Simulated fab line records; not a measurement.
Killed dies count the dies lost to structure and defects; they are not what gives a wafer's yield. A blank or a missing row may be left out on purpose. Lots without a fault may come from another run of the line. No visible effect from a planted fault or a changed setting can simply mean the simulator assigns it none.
Struck lot and sound lot, side by side :: flow n5-finfet :: 37 out of 1938 route steps
Sound: the wafers L805.3, L805.4, L805.5. Wafers struck: L811.2, L811.3, L811.4. The cause is given at the end.
For every step that has rows: the tool of each side, followed by ch and its chambers, followed by its first start. Under that, the readings that differ: sound wafers :: struck wafers :: difference of the means :: sigmas: that difference in standard deviations of wafers without a fault.
alike: readings whose means differ by less than 2 such deviations, and words and numbers that are the same on both sides. not compared: withheld readings, readings that some wafer has no value for, bounds like >300 that may hide the same value, and numbers for which the record gives no deviation and whose values overlap.
The two part at a step that has a row with sigmas, a row that says differs or no value, or rows on one side only. Numbers that don't overlap but have no deviation are shown without sigmas and don't part them. Lack of a reading on every wafer of one side parts them only where that side has two or more wafers.

N5_BEOL_M1_ANNEAL_51: time 90 s.
  sound on rtp-anneal-01 ch 0, day 10 01:58; struck on rtp-anneal-01 ch 0, day 11 13:01
  alike: wafer_temp_C_max
then, 1 step without rows for these wafers: N5_BEOL_M1_CMP_52 (polishes, stops on SiOC, t overpolish 6.8 s, target thk 40 nm).
N5_BEOL_M1_THK_MEAS_53: measures by xrf.
  struck on film-metro-02, day 11 13:34; sound on film-metro-01, day 10 02:28
  alike: M1_THK
then, 4 steps without rows for these wafers: N5_BEOL_M1_PRE_CLEAN_60 (time 15 s); N5_BEOL_M1_CO_CAP_55 (material Co, precursor CCTBA/H2, target thk 2 nm, time 102.1 s); N5_BEOL_M1_PRE_CLEAN_56 (time 15 s); N5_BEOL_M1_DEP_57 (deposits SiCN from 3MS/NH3, target thk 8 nm, time 14 s).
N5_BEOL_M1_RS_MEAS_58: uses a four-point probe to measure.
  struck on film-metro-02, day 11 13:50; sound on film-metro-02, day 10 02:44
  alike: M1_RS
N5_BEOL_M1_INSPECT_59: inspects for defects (darkfield).
  struck on defect-inspect-01, day 11 13:52; sound on defect-inspect-02, day 10 02:46
  alike: raw-defect-count
then, 1 step without rows for these wafers: N5_BEOL_M2_ILD_DEP_00 (deposits SiOC from DEMS/O2, target thk 79 nm, time 15.3 s).
N5_BEOL_M2_THK_MEAS_01:
  struck on film-metro-01, day 11 13:58; sound on film-metro-02, day 10 02:53
  alike: M2_ILD_THK
then, 1 step without rows for these wafers: N5_BEOL_M2_PECVD_72 (deposits SiO2 from TEOS/O2, target thk 16 nm, time 18 s).
N5_BEOL_M2_HM_DEP_02: deposits TiN, target thk 20 nm.
  struck on pvd-sputter-01, day 11 14:59; sound on pvd-sputter-03, day 10 02:59
  no value came back on the struck wafers for chamber-pressure-pa (Pa), substrate-temp-c (C), throttle-valve-pct (%); on the sound wafers chamber-pressure-pa (Pa) reads 0.5004 0.4992 0.4998
then, 9 steps without rows for these wafers: N5_BEOL_M2_COAT_61 (time 60 s, resist thk 60 nm); N5_BEOL_M2_COAT_62 (time 60 s, resist thk 12 nm); N5_BEOL_M2_COAT_73 (time 60 s, resist thk 5 nm); N5_BEOL_M2_COAT_05 (resist thk 30 nm); N5_BEOL_M2_EBR_07; N5_BEOL_M2_SOFTBAKE_06 (time 60 s); N5_BEOL_M2_EXPOSE_08 (exposes mask M2); N5_BEOL_M2_PEB_09 (peb time 60 s); N5_BEOL_M2_DEVELOP_10 (develop time 30 s).
N5_BEOL_M2_CD_MEAS_11 targets a cd of 16.79 nm.
  sound on cd-sem-02 ch 0, day 10 03:23; struck on cd-sem-03 ch 0, day 11 15:23
  alike: cd-nm
N5_BEOL_M2_OVL_MEAS_12:
  sound on overlay-02 ch 0, day 10 03:26; struck on overlay-01 ch 0, day 11 15:25
  alike: M2_OVL
N5_BEOL_M2_INSPECT_13: inspects for defects (brightfield).
  struck on defect-inspect-01, day 11 15:28; sound on defect-inspect-02, day 10 03:28
reading: raw-defect-count
sound: 352 358 368
struck: 163 197 172
difference: -182
sigmas: -2
N5_BEOL_M2_DESCUM_16: chemistry O2, time 7 s.
  sound on rie-diel-05 ch 1,2,3, day 10 03:31; struck on rie-diel-01 ch 0,3, day 11 15:30
  alike: drypump-motor-current-A, oes-product-au, rf-vpp-V, showerhead-plenum-p-Torr, throttle-valve-pct
  not compared: rf-hours-counter-h
then, 1 step without rows for these wafers: N5_BEOL_M2_ETCH_74 (etches underlayer in N2/H2, target depth 6.5 nm, time 5.2 s).
N5_BEOL_M2_ETCH_63: etches SiARC in CF4, target depth 15.6 nm, time 26 s.
  sound on rie-diel-05 ch 1,2,3, day 10 03:34; struck on rie-diel-01 ch 0,3, day 11 15:33
  alike: drypump-motor-current-A, etch-rf-on-time-s, mfc-ar-sccm, oes-product-au, rf-vpp-V, showerhead-plenum-p-Torr, throttle-valve-pct
  not compared: rf-hours-counter-h
N5_BEOL_M2_ETCH_64: etches SOC in N2/H2, target depth 75 nm, overetch 22.5 nm, time 121.9 s.
  sound on rie-diel-05 ch 1,2,3, day 10 03:35; struck on rie-diel-01 ch 0,3, day 11 15:35
  alike: drypump-motor-current-A, oes-product-au, rf-vpp-V, showerhead-plenum-p-Torr, throttle-valve-pct
  not compared: rf-hours-counter-h
then, 2 steps without rows for these wafers: N5_BEOL_M2_STRIP_65 (strips in N2/H2); N5_BEOL_M2_STRIP_75 (strips in N2/H2).
N5_BEOL_M2_STRIP_66: strips in CF4.
  sound on rie-diel-05 ch 1,2,3, day 10 03:43; struck on rie-diel-01 ch 0,3, day 11 15:43
  alike: drypump-motor-current-A, oes-product-au, rf-vpp-V, showerhead-plenum-p-Torr, throttle-valve-pct
  not compared: rf-hours-counter-h
N5_BEOL_M2_HM_OPEN_17: chemistry Cl2/BCl3, target TiN, target depth 20 nm, overetch 6 nm.
  sound on rie-metal-01 ch 1, day 10 03:49; struck on rie-metal-01 ch 0,1, day 11 15:45
reading: oes-product-au (a.u.)
sound: 0.51 0.51 0.51
struck: 0.28 0.27 0.36
difference: -0.21
sigmas: -2

reading: model.etch.depth-nm (nm)
sound: 19.92 19.88 19.57
struck: 0 0 0
difference: -20
sigmas: 
  alike: drypump-motor-current-A, mfc-ar-sccm, throttle-valve-pct
  not compared: rf-hours-counter-h
then, 1 step without rows for these wafers: N5_BEOL_M2_STRIP_19 (strips in O2).
N5_BEOL_M2_CD_MEAS_18: pitch 36 nm, target cd 18 nm.
  struck on cd-sem-03, day 11 15:56; sound on cd-sem-03, day 10 04:05
reading: cd-nm (nm)
sound: 17.6 18.1 18.2
struck: - - -
difference: no value on the struck wafers
sigmas: 
then, 1 step without rows for these wafers: N5_BEOL_M2_COAT_67 (time 60 s, resist thk 60 nm).
N5_BEOL_M4_RC_MEAS_101:
  the record has rows for the sound wafers here (prober-02 ch 0, day 11 06:25) and none for the struck ones

## WHERE THEY PART
First at N5_BEOL_M2_HM_DEP_02; last, within this record, at N5_BEOL_M4_RC_MEAS_101.

WHY: whatever the simulator had introduced
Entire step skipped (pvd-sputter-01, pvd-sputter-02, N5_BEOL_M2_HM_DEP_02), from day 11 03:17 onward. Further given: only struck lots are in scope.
